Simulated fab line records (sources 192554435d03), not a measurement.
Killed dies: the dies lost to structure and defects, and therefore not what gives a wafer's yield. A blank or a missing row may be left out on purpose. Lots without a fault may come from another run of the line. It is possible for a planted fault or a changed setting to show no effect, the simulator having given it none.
Split-lot experiment | flow n5Finfet | on a route of 1938 steps: 7 lots, 21 wafers read

SPLIT DETAILS
At N5_BEOL_M3_ETCH_41 (etches SiCN in CH3F/O2, target depth 29.9 nm, time 52.5 s), the setting targetDepthA was moved away from the recipe's 299 angstrom on 6 of the 21 wafers read, by -12.1% to +9.5%. This setting was run at the recipe's value on the other wafers.

The split's own step is where the reading is taken.

THE READING
etch.depthNm (the simulator's own value, which no gauge read), in nm, at N5_BEOL_M3_ETCH_41 (etches SiCN in CH3F/O2, target depth 29.9 nm, time 52.5 s). There is no usual value for it anywhere in the file. Average 19.70 nm, standard deviation 0.39 nm, over the 15 wafers here run with the recipe.

wafer  | tool, chamber at the split | targetDepthA as run, angstrom | against the recipe | etch.depthNm, nm | against lot-mates on the recipe
L078.1 | rieDiel-03, 2              | 299                           | recipe             | 19.28            | -
L078.4 | rieDiel-03, 0              | 299                           | recipe             | 19.75            | -
L078.6 | rieDiel-03, 0              | 299                           | recipe             | 19.86            | -
L079.2 | rieDiel-04, 2              | 299                           | recipe             | 20.11            | -
L079.3 | rieDiel-04, 3              | 299                           | recipe             | 19.89            | -
L079.5 | rieDiel-04, 3              | 311.2                         | +4.1%              | 20.71            | +0.71
L082.4 | rieDiel-01, 2              | 327.3                         | +9.5%              | 21.3             | +1.30
L082.5 | rieDiel-01, 3              | 299                           | recipe             | 20.58            | -
L082.6 | rieDiel-01, 2              | 299                           | recipe             | 19.43            | -
L083.2 | rieDiel-04, 1              | 299                           | recipe             | 19.69            | -
L083.4 | rieDiel-04, 0              | 267.2                         | -10.6%             | 17.55            | -2.14
L083.6 | rieDiel-04, 3              | 267.2                         | -10.6%             | 17.91            | -1.78
L086.3 | rieDiel-04, 1              | 299                           | recipe             | 19.54            | -
L086.5 | rieDiel-04, 1              | 299                           | recipe             | 19.45            | -
L086.6 | rieDiel-04, 0              | 299                           | recipe             | 19.64            | -
L093.1 | rieDiel-03, 1              | 320.1                         | +7.1%              | 20.67            | +1.31
L093.5 | rieDiel-03, 1              | 299                           | recipe             | 19.33            | -
L093.6 | rieDiel-03, 2              | 299                           | recipe             | 19.39            | -
L097.1 | rieDiel-01, 2              | 262.9                         | -12.1%             | 16.93            | -2.87
L097.5 | rieDiel-01, 3              | 299                           | recipe             | 20.38            | -
L097.6 | rieDiel-01, 2              | 299                           | recipe             | 19.21            | -

THE FIT
A straight line over all 21 wafers: etch.depthNm changes by +0.191 nm for each +1% of targetDepthA; r = +0.93; the points scatter about the line by 0.38 nm.
The same after taking each lot's own level away (the mean of its wafers on the recipe; 21 wafers): +0.189 nm for each +1%; r = +0.95; scatter 0.34 nm.
On that fit, the largest move of targetDepthA shifts the reading by 2.3 nm.
Measured against the standard deviation above, the lots' own levels, which go from 19.360 to 20.005 nm, span 1.7 times it.
The two slopes are in agreement: the lot-to-lot level therefore moves the slope only a little.
Check: -2.11 nm against its lot-mates is what the line predicts for one of the wafers moved furthest among these (-12.1%) when that wafer is left out of the fit. It came out at -2.87 nm against them.

THE OTHER SPLITS THESE WAFERS WENT THROUGH
These wafers also went through other splits before the reading. Each is held against what the fit with the lots' levels taken away leaves over:
other split on the same wafers    | wafers away from the commonest value | r with etch.depthNm (lot level and that fit taken away)
N5_BEOL_M1_ETCH_70 timeS          | 7                                    | +0.19
N5_BEOL_M1_TRENCH_ETCH_37 timeS   | 10                                   | +0.20
N5_BEOL_M2_TRENCH_ETCH_37 sourceW | 3                                    | +0.21
N5_BEOL_M3_COAT_22 spinRpm        | 8                                    | +0.15
N5_BEOL_M3_ETCH_70 sourceW        | 4                                    | -0.40

THE FILE'S OWN FIT
etch.depthNm changes by +0.192 nm for each +1% of targetDepthA, r = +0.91.
